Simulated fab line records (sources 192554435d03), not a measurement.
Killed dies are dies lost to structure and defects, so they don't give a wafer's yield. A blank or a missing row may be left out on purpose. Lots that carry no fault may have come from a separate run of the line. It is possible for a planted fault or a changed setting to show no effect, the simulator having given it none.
Which tool did it? ; flow n5-finfet ; 23 lots, 69 wafers sampled, at 6 steps of a route of 1938

WHAT THE GAUGES SHOWED, per wafer
Not one reading of a measure or inspect step in the record can be checked against a usual standard deviation.

WHAT TOOL EACH LOT RAN ON (gives the tool, then ch and the chambers of the sampled wafers, and finally the start)
lot;N5_BEOL_M4_SPUTTER_88;N5_BEOL_M4_ANNEAL_91;N5_BEOL_M6_DESCUM_16;N5_BEOL_M6_ETCH_61;N5_BEOL_M6_ETCH_66;N5_BEOL_M6_ETCH_41
L074;pvd-sputter-02, day 8 10:04;pvd-sputter-02, day 8 10:22;rie-diel-01 ch 0,2,3, day 9 01:47;rie-diel-01 ch 0,2,3, day 9 01:49;rie-diel-05 ch 0,2,3, day 9 02:58;rie-diel-05 ch 0,2,3, no start
L075;pvd-sputter-02, day 8 18:40;pvd-sputter-02, day 8 18:58;rie-diel-02 ch 1,3, day 9 11:17;rie-diel-02 ch 1,3, day 9 11:19;rie-diel-05 ch 1,2, day 9 12:46;rie-diel-05 ch 1,2, no start
L076;pvd-sputter-01, day 8 19:08;pvd-sputter-01, day 8 19:26;rie-diel-05 ch 1,2, day 9 11:35;rie-diel-05 ch 1,2, day 9 11:38;rie-diel-01 ch 1,2, day 9 13:01;rie-diel-01 ch 1,2, no start
L077;pvd-sputter-01, day 9 12:40;pvd-sputter-01, day 9 12:58;rie-diel-02 ch 0,3, day 10 06:11;rie-diel-02 ch 0,3, day 10 06:13;rie-diel-02 ch 0,1,3, day 10 07:46;rie-diel-02 ch 0,1,3, no start
L079;pvd-sputter-03, day 9 21:17;pvd-sputter-03, day 9 21:35;rie-diel-05 ch 0,1,2, day 10 15:04;rie-diel-05 ch 0,1,2, day 10 15:07;rie-diel-02 ch 1,2, day 10 18:02;rie-diel-02 ch 1,2, no start
L078;pvd-sputter-02, day 9 21:28;pvd-sputter-02, day 9 21:46;rie-diel-05 ch 0,1,2, day 10 17:02;rie-diel-05 ch 0,1,2, day 10 17:04;rie-diel-05 ch 1,3, day 10 18:05;rie-diel-05 ch 1,3, no start
L080;pvd-sputter-02, day 10 01:04;pvd-sputter-02, day 10 01:22;rie-diel-01 ch 1,2,3, day 10 19:22;rie-diel-01 ch 1,2,3, day 10 19:24;rie-diel-05 ch 0,1,3, day 10 23:31;rie-diel-05 ch 0,1,3, no start
L082;pvd-sputter-01, day 10 04:34;pvd-sputter-01, day 10 04:52;rie-diel-02 ch 0,1,3, day 11 00:53;rie-diel-02 ch 0,1,3, day 11 00:55;rie-diel-01 ch 0,2,3, day 11 03:32;rie-diel-01 ch 0,2,3, no start
L081;pvd-sputter-03, day 10 05:35;pvd-sputter-03, day 10 05:53;rie-diel-01 ch 0,3, day 11 01:13;rie-diel-01 ch 0,3, day 11 01:15;rie-diel-01 ch 0,1, day 11 03:56;rie-diel-01 ch 0,1, no start
L083;pvd-sputter-01, day 10 15:23;pvd-sputter-01, day 10 15:41;rie-diel-02 ch 0,2, day 11 10:00;rie-diel-02 ch 0,2, day 11 10:02;rie-diel-05 ch 1,2, day 11 11:53;rie-diel-05 ch 1,2, no start
L084;pvd-sputter-03, day 11 02:14;pvd-sputter-03, day 11 02:32;rie-diel-01 ch 0,2,3, day 11 17:41;rie-diel-01 ch 0,2,3, day 11 17:43;rie-diel-02 ch 0,1, day 11 19:16;rie-diel-02 ch 0,1, no start
L085;pvd-sputter-01, day 11 09:35;pvd-sputter-01, day 11 09:53;rie-diel-01 ch 0,2,3, day 12 03:17;rie-diel-01 ch 0,2,3, day 12 03:19;rie-diel-02 ch 0,1,2, day 12 04:46;rie-diel-02 ch 0,1,2, no start
L087;pvd-sputter-02, day 11 16:02;pvd-sputter-02, day 11 16:20;rie-diel-02 ch 0,2, day 12 07:55;rie-diel-02 ch 0,2, day 12 07:56;rie-diel-01 ch 0,2,3, day 12 09:06;rie-diel-01 ch 0,2,3, no start
L086;pvd-sputter-02, day 11 18:43;pvd-sputter-02, day 11 19:01;rie-diel-02 ch 0,1,2, day 12 10:19;rie-diel-02 ch 0,1,2, day 12 10:21;rie-diel-05 ch 0,1,2, day 12 11:22;rie-diel-05 ch 0,1,2, no start
L090;pvd-sputter-01, day 12 05:01;pvd-sputter-01, day 12 05:19;rie-diel-05 ch 0,1,3, day 12 21:52;rie-diel-05 ch 0,1,3, day 12 21:55;rie-diel-05 ch 0,1,3, day 13 00:01;rie-diel-05 ch 0,1,3, no start
L088;pvd-sputter-02, day 12 10:42;pvd-sputter-02, day 12 11:00;rie-diel-02 ch 2,3, day 13 08:05;rie-diel-02 ch 2,3, day 13 08:08;rie-diel-02 ch 1,2, day 13 09:59;rie-diel-02 ch 1,2, no start
L092;pvd-sputter-03, day 12 19:46;pvd-sputter-03, day 12 20:04;rie-diel-01 ch 0,2,3, day 13 14:25;rie-diel-01 ch 0,2,3, day 13 14:26;rie-diel-02 ch 0,1,3, day 13 15:31;rie-diel-02 ch 0,1,3, no start
L093;pvd-sputter-02, day 12 19:49;pvd-sputter-02, day 12 20:07;rie-diel-05 ch 0,2, day 13 14:14;rie-diel-05 ch 0,2, day 13 14:16;rie-diel-01 ch 0,1,3, day 13 15:15;rie-diel-01 ch 0,1,3, no start
L091;pvd-sputter-01, day 13 11:07;pvd-sputter-01, day 13 11:25;rie-diel-02 ch 0,1,2, day 14 08:31;rie-diel-02 ch 0,1,2, day 14 08:33;rie-diel-01 ch 0,2,3, day 14 09:51;rie-diel-01 ch 0,2,3, no start
L094;pvd-sputter-01, day 13 16:39;pvd-sputter-01, day 13 16:57;rie-diel-02 ch 0,1,3, day 14 11:16;rie-diel-02 ch 0,1,3, day 14 11:19;rie-diel-01 ch 0,2,3, day 14 12:47;rie-diel-01 ch 0,2,3, no start
L096;pvd-sputter-02, day 13 18:10;pvd-sputter-02, day 13 18:30;rie-diel-01 ch 0,1,2, day 14 11:38;rie-diel-01 ch 0,1,2, day 14 11:41;rie-diel-05 ch 2,3, day 14 14:23;rie-diel-05 ch 2,3, no start
L095;pvd-sputter-01, day 13 18:45;pvd-sputter-01, day 13 19:03;rie-diel-02 ch 0,1,2, day 14 14:36;rie-diel-02 ch 0,1,2, day 14 14:38;rie-diel-01 ch 0,2,3, day 14 18:26;rie-diel-01 ch 0,2,3, no start
L097;pvd-sputter-03, day 14 04:43;pvd-sputter-03, day 14 05:01;rie-diel-01 ch 1,2,3, day 14 20:59;rie-diel-01 ch 1,2,3, day 14 21:01;rie-diel-05 ch 1,3, day 15 00:47;rie-diel-05 ch 1,3, no start
- N5_BEOL_M4_SPUTTER_88: material Cu, target thk 4.5 nm, time 8.29 s.
- N5_BEOL_M4_ANNEAL_91: time 240 s.
- N5_BEOL_M6_DESCUM_16: chemistry O2, time 7.9 s.
- N5_BEOL_M6_ETCH_61: etches SiARC in CF4, target depth 45.5 nm, time 75.8 s.
- N5_BEOL_M6_ETCH_66: etches SOC in N2/H2, target depth 80 nm, overetch 16 nm, time 120 s.
- N5_BEOL_M6_ETCH_41: etches SiCN in CH3F/O2, target depth 29.7 nm, time 52 s.

AS READ BY THE TOOLS THEMSELVES (means over the sampled wafers that have a number; for cases with no such wafer, the mark the record gives instead)
N5_BEOL_M4_SPUTTER_88.
lot;tool;throttle-valve-pct (%)
L074;pvd-sputter-02;30.2
L075;pvd-sputter-02;30.7
L076;pvd-sputter-01;29.0
L077;pvd-sputter-01;29.1
L079;pvd-sputter-03;29.6
L078;pvd-sputter-02;29.8
L080;pvd-sputter-02;30.0
L082;pvd-sputter-01;28.8
L081;pvd-sputter-03;29.8
L083;pvd-sputter-01;29.6
L084;pvd-sputter-03;29.7
L085;pvd-sputter-01;29.1
L087;pvd-sputter-02;30.3
L086;pvd-sputter-02;30.3
L090;pvd-sputter-01;29.2
L088;pvd-sputter-02;30.6
L092;pvd-sputter-03;29.4
L093;pvd-sputter-02;30.3
L091;pvd-sputter-01;29.6
L094;pvd-sputter-01;28.9
L096;pvd-sputter-02;30.2
L095;pvd-sputter-01;29.9
L097;pvd-sputter-03;29.9

N5_BEOL_M4_ANNEAL_91.
lot;tool;heater-power-w (W)
L074;pvd-sputter-02;854
L075;pvd-sputter-02;806
L076;pvd-sputter-01;853
L077;pvd-sputter-01;898
L079;pvd-sputter-03;812
L078;pvd-sputter-02;811
L080;pvd-sputter-02;827
L082;pvd-sputter-01;878
L081;pvd-sputter-03;803
L083;pvd-sputter-01;882
L084;pvd-sputter-03;837
L085;pvd-sputter-01;897
L087;pvd-sputter-02;886
L086;pvd-sputter-02;860
L090;pvd-sputter-01;894
L088;pvd-sputter-02;826
L092;pvd-sputter-03;848
L093;pvd-sputter-02;842
L091;pvd-sputter-01;861
L094;pvd-sputter-01;865
L096;pvd-sputter-02;820
L095;pvd-sputter-01;844
L097;pvd-sputter-03;821

N5_BEOL_M6_DESCUM_16.
lot;tool;drypump-motor-current-A (A);oes-product-au (a.u.);rf-vpp-V (V);showerhead-plenum-p-Torr (Torr);throttle-valve-pct (%)
L074;rie-diel-01;5.9;0.72;243.1;2.08;20.8
L075;rie-diel-02;5.8;0.80;243.0;2.02;20.4
L076;rie-diel-05;5.2;0.69;243.3;2.14;20.8
L077;rie-diel-02;5.7;0.82;242.0;2.07;20.6
L079;rie-diel-05;5.7;0.70;243.1;2.08;20.6
L078;rie-diel-05;5.7;0.71;242.7;2.08;20.7
L080;rie-diel-01;6.0;0.79;244.0;2.14;20.5
L082;rie-diel-02;5.7;0.77;242.3;2.04;20.6
L081;rie-diel-01;6.1;0.88;245.0;2.18;20.6
L083;rie-diel-02;5.6;0.77;242.5;2.10;20.6
L084;rie-diel-01;5.9;0.79;243.7;2.17;20.7
L085;rie-diel-01;5.9;0.80;244.7;2.16;20.7
L087;rie-diel-02;5.4;0.74;242.5;2.08;20.8
L086;rie-diel-02;5.6;0.74;242.5;2.06;20.6
L090;rie-diel-05;5.6;0.78;243.2;2.10;20.5
L088;rie-diel-02;5.8;0.79;242.9;2.08;20.6
L092;rie-diel-01;5.9;0.78;244.3;2.16;20.7
L093;rie-diel-05;6.0;0.70;241.5;2.04;20.5
L091;rie-diel-02;5.6;0.72;243.0;2.05;20.6
L094;rie-diel-02;5.7;0.75;241.9;2.03;20.6
L096;rie-diel-01;6.2;0.80;243.8;2.19;20.6
L095;rie-diel-02;5.6;0.72;242.5;2.05;20.6
L097;rie-diel-01;6.0;0.75;243.4;2.13;20.6

N5_BEOL_M6_ETCH_61.
lot;tool;drypump-motor-current-A (A);etch-rf-on-time-s (s);oes-product-au (a.u.);rf-vpp-V (V);showerhead-plenum-p-Torr (Torr);throttle-valve-pct (%)
L074;rie-diel-01;5.9;75.6;0.62;183.1;2.12;15.89
L075;rie-diel-02;5.9;76.7;0.67;183.5;2.06;15.54
L076;rie-diel-05;5.2;78.0;0.59;184.3;2.17;15.91
L077;rie-diel-02;5.7;73.7;0.71;184.8;2.10;15.75
L079;rie-diel-05;5.6;77.6;0.60;184.3;2.13;15.87
L078;rie-diel-05;5.7;77.6;0.60;184.3;2.13;15.86
L080;rie-diel-01;6.0;75.4;0.68;183.0;2.16;15.55
L082;rie-diel-02;5.7;75.8;0.65;183.6;2.08;15.72
L081;rie-diel-01;6.1;73.6;0.77;184.7;2.22;15.64
L083;rie-diel-02;5.6;77.9;0.64;183.8;2.16;15.84
L084;rie-diel-01;5.9;74.5;0.69;185.2;2.20;15.77
L085;rie-diel-01;5.9;74.5;0.69;184.7;2.20;15.78
L087;rie-diel-02;5.5;76.5;0.61;184.0;2.14;15.95
L086;rie-diel-02;5.6;78.0;0.61;184.0;2.11;15.81
L090;rie-diel-05;5.6;79.9;0.65;184.3;2.15;15.74
L088;rie-diel-02;5.8;78.1;0.67;183.2;2.14;15.75
L092;rie-diel-01;5.9;75.4;0.67;184.1;2.19;15.82
L093;rie-diel-05;6.1;75.9;0.60;182.4;2.09;15.81
L091;rie-diel-02;5.6;77.0;0.61;184.3;2.10;15.83
L094;rie-diel-02;5.7;75.3;0.64;184.1;2.08;15.79
L096;rie-diel-01;6.2;74.6;0.71;185.1;2.21;15.62
L095;rie-diel-02;5.6;78.8;0.60;184.6;2.10;15.84
L097;rie-diel-01;6.0;75.0;0.65;184.1;2.15;15.62

N5_BEOL_M6_ETCH_66.
lot;tool;drypump-motor-current-A (A);oes-product-au (a.u.);rf-vpp-V (V);showerhead-plenum-p-Torr (Torr);throttle-valve-pct (%)
L074;rie-diel-05;6.0;0.55;523.6;2.52;17.8
L075;rie-diel-05;5.5;0.54;524.7;2.53;17.8
L076;rie-diel-01;6.0;0.62;526.5;2.64;18.0
L077;rie-diel-02;5.7;0.59;521.9;2.50;18.2
L079;rie-diel-02;5.8;0.57;521.9;2.50;18.0
L078;rie-diel-05;5.0;0.52;525.6;2.61;18.1
L080;rie-diel-05;5.6;0.54;524.2;2.55;18.0
L082;rie-diel-01;5.9;0.62;525.9;2.63;18.0
L081;rie-diel-01;6.4;0.71;528.3;2.69;17.7
L083;rie-diel-05;5.5;0.53;523.1;2.52;17.9
L084;rie-diel-02;5.7;0.55;521.3;2.48;18.2
L085;rie-diel-02;5.7;0.56;522.3;2.52;18.2
L087;rie-diel-01;5.9;0.61;525.5;2.62;18.1
L086;rie-diel-05;5.7;0.54;522.1;2.51;18.0
L090;rie-diel-05;5.6;0.60;523.1;2.55;17.9
L088;rie-diel-02;5.8;0.57;523.2;2.52;18.0
L092;rie-diel-02;5.7;0.57;521.1;2.49;18.2
L093;rie-diel-01;6.2;0.63;525.7;2.61;17.8
L091;rie-diel-01;5.9;0.59;526.0;2.61;18.1
L094;rie-diel-01;5.9;0.59;525.5;2.61;18.1
L096;rie-diel-05;5.8;0.58;523.7;2.51;17.6
L095;rie-diel-01;5.9;0.59;524.9;2.61;18.1
L097;rie-diel-05;5.1;0.72;525.0;2.60;17.7

N5_BEOL_M6_ETCH_41.
lot;tool;drypump-motor-current-A (A);oes-product-au (a.u.);rf-vpp-V (V);showerhead-plenum-p-Torr (Torr);throttle-valve-pct (%)
L074;rie-diel-05;5.9;0.71;296.9;1.99;16.40
L075;rie-diel-05;5.4;0.70;297.9;2.00;16.54
L076;rie-diel-01;6.0;0.81;298.9;2.06;16.37
L077;rie-diel-02;5.7;0.77;295.6;1.95;16.41
L079;rie-diel-02;5.8;0.74;296.3;1.94;16.35
L078;rie-diel-05;5.0;0.67;297.3;2.06;16.68
L080;rie-diel-05;5.6;0.68;297.8;2.02;16.57
L082;rie-diel-01;5.9;0.82;298.5;2.06;16.51
L081;rie-diel-01;6.4;0.94;299.2;2.12;16.23
L083;rie-diel-05;5.5;0.68;298.1;2.00;16.56
L084;rie-diel-02;5.7;0.71;296.5;1.93;16.45
L085;rie-diel-02;5.6;0.73;296.6;1.96;16.51
L087;rie-diel-01;5.9;0.80;298.1;2.06;16.53
L086;rie-diel-05;5.7;0.69;296.7;1.98;16.61
L090;rie-diel-05;5.6;0.77;297.9;2.01;16.43
L088;rie-diel-02;5.8;0.74;297.4;1.98;16.45
L092;rie-diel-02;5.7;0.75;296.0;1.93;16.46
L093;rie-diel-01;6.2;0.83;298.3;2.05;16.25
L091;rie-diel-01;5.9;0.78;297.6;2.05;16.56
L094;rie-diel-01;5.9;0.79;298.0;2.05;16.56
L096;rie-diel-05;5.8;0.75;297.2;1.99;16.30
L095;rie-diel-01;5.9;0.78;298.0;2.05;16.58
L097;rie-diel-05;5.1;0.94;298.6;2.05;16.21

THE ANSWER, worked out from the rows above alone
Rule: the lots themselves supply what counts as usual. The widest of any qualifying gaps counts: lots, ordered by their means at a reading, are off when they make up no more than a third of the lots, leave a main group of 4 or more, and stand apart from it by 3 or more times the standard deviation of that group's means. The tables above print the reading to a certain number of digits; a main group whose means all agree to those digits is not used. A lot without any number at a reading at which 4 lots or more have one is off too. The other lots that the step has rows for count as sound. First the gauges in route order, then the tools' own readings, where a lot's mean is used as printed above. At the first step where some lot is off, the reading lying furthest off is the one used; lots without a number count as furthest.
None of the lots is off at any reading shown; this tells nothing.

WHAT THE SIMULATOR HAD PUT IN
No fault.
